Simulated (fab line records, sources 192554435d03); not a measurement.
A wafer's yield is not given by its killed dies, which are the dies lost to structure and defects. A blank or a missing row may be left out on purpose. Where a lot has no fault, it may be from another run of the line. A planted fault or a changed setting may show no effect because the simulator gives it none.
Chamber matching ; flow n5_finfet ; 3 sister chambers for N5_BEOL_M0_SAQP_ILD_DEP_01 on pecvd-04
The step deposits SiOC from DEMS/O2, target thk 45.419 nm, time 8.7 s. 6 wafers are shown with their chamber, then 8 later ones without.

## WAFERS WITH THEIR CHAMBER
wafer;chamber;throttle_valve_pct (%);heater_power_w (W)
L087.2;0;11.9;472
L087.6;2;11.9;497
L088.4;0;11.6;402
L088.5;2;11.9;537
L088.6;1;12.5;551
L092.2;1;13.0;604

## WAFERS MISSING THEIR CHAMBER
wafer;throttle_valve_pct (%);heater_power_w (W)
L092.3;12.7;585
L092.6;11.7;436
L096.2;11.1;522
L096.5;11.9;419
L096.6;12.9;599
L097.4;12.7;564
L097.5;11.5;508
L097.6;11.7;464

## CHAMBER TAKEN BY EACH
wafer;from the rows above;in truth
L092.3;1;1
L092.6;0;0
L096.2;can't be placed: 2 or 0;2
L096.5;can't be placed: 0 or 2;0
L096.6;1;1
L097.4;1;1
L097.5;can't be placed: 2 or 0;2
L097.6;can't be placed: 0 or 2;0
Correctly placed: 4 of 8. From these rows, 4 cannot be placed; in 4 the true chamber is one of the candidates. Wrongly placed: 0.
How it was worked out, from the rows above alone: a wafer's distance from a chamber is the root of the sum, over the readings, of the square of ((its reading less the chamber's mean) divided by the reading's scatter). The wafer belongs to the nearest chamber; if the next one is less than 2 further off, it can't be placed. For every chamber, the mean is computed from those of its wafers that are shown. The scatter: take each reading less its chamber's mean, square it, sum over the shown wafers, divide by the number of wafers less the number of chambers, and take the root.
